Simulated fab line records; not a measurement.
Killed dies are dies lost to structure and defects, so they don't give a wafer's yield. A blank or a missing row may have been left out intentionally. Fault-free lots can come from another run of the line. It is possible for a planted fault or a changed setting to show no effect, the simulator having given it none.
Matching of chambers	flow n5Finfet	N5_FIN_CUT_ETCH_21 on rieDiel-02 has 4 sister chambers
The step etches SOC in N2/H2, target depth 219 nm, overetch 43.8 nm, time 523.5 s. 8 wafers are shown with their chamber, then 10 later ones without.

## WAFERS WITH THEIR CHAMBER
wafer	chamber	showerheadPlenumPTorr (Torr)	throttleValvePct (%)
L075.3	2	2.66	17.86
L086.2	3	2.52	17.71
L086.4	2	2.65	17.88
L086.6	3	2.52	17.68
L087.3	0	2.52	17.96
L087.5	1	2.47	18.13
L088.1	0	2.52	17.95
L088.2	1	2.47	18.15

## WAFERS WITHOUT THEIR CHAMBER
wafer	showerheadPlenumPTorr (Torr)	throttleValvePct (%)
L088.4	2.52	17.96
L091.3	2.51	17.73
L091.4	2.46	18.15
L091.6	2.52	17.97
L093.4	2.51	17.73
L093.5	2.64	17.91
L093.6	2.51	17.72
L095.1	2.51	17.72
L095.4	2.64	17.92
L095.5	2.51	17.74

## WHICH CHAMBER EACH ONE RAN IN
wafer	from the rows above	in truth
L088.4	0	0
L091.3	3	3
L091.4	1	1
L091.6	0	0
L093.4	3	3
L093.5	2	2
L093.6	3	3
L095.1	3	3
L095.4	2	2
L095.5	3	3
10 of 10 placed correctly. From these rows, 0 cannot be placed. Placed wrongly: 0.
How it was worked out, from the rows above alone: a wafer's distance from a chamber is the root of the sum, over the readings, of the square of ((its reading less the chamber's mean) divided by the reading's scatter). If the next closest chamber is less than 2 further off than the closest, the wafer can't be placed; otherwise it belongs to the closest. The mean given for a chamber averages the wafers shown for that chamber. The scatter: the root of (the sum of the squares of (reading less its chamber's mean) over the shown wafers, divided by (wafers less chambers)).
